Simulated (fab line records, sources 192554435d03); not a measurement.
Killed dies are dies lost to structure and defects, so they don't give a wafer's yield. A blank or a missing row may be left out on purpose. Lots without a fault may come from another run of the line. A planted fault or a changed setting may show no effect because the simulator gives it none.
Chamber matching | flow n5_finfet | N5_MOL_CONTACT_COAG_ETCH_59 on rie_diel-02: 4 sister chambers
The step etches underlayer in N2/H2, target depth 13 nm, time 10.4 s. 4 wafers are shown with their chamber, then 7 later ones without.

WAFERS WITH THEIR CHAMBER
wafer  | chamber | drypump_motor_current_A (A)
L081.1 | 1       | 5.8
L081.3 | 0       | 6.2
L092.2 | 2       | 6.6
L092.4 | 3       | 5.2

WAFERS WITHOUT THEIR CHAMBER
wafer  | drypump_motor_current_A (A)
L092.5 | 6.6
L093.3 | 5.8
L093.5 | 6.6
L093.6 | 5.2
L091.3 | 5.8
L091.4 | 6.2
L091.5 | 6.1

WHICH CHAMBER EACH WENT THROUGH
wafer  | from the rows above | in truth
L092.5 | 2                   | 2
L093.3 | 1                   | 1
L093.5 | 2                   | 2
L093.6 | 3                   | 3
L091.3 | 1                   | 1
L091.4 | 0                   | 0
L091.5 | 0                   | 0
Placed correctly: 7 of 7. Can't be placed from these rows: 0. Placed wrongly: 0.
How it was worked out, from the rows above alone: a wafer's distance from a chamber is the root of the sum, over the readings, of the square of ((its reading less the chamber's mean) divided by the reading's scatter). The wafer belongs to the nearest chamber; if the next one is less than 2 further off, it can't be placed. A chamber's mean is the mean of its shown wafers. The scatter: with one shown wafer a chamber, the root of the mean of the squares of how far each hidden wafer lies from its nearest shown one.
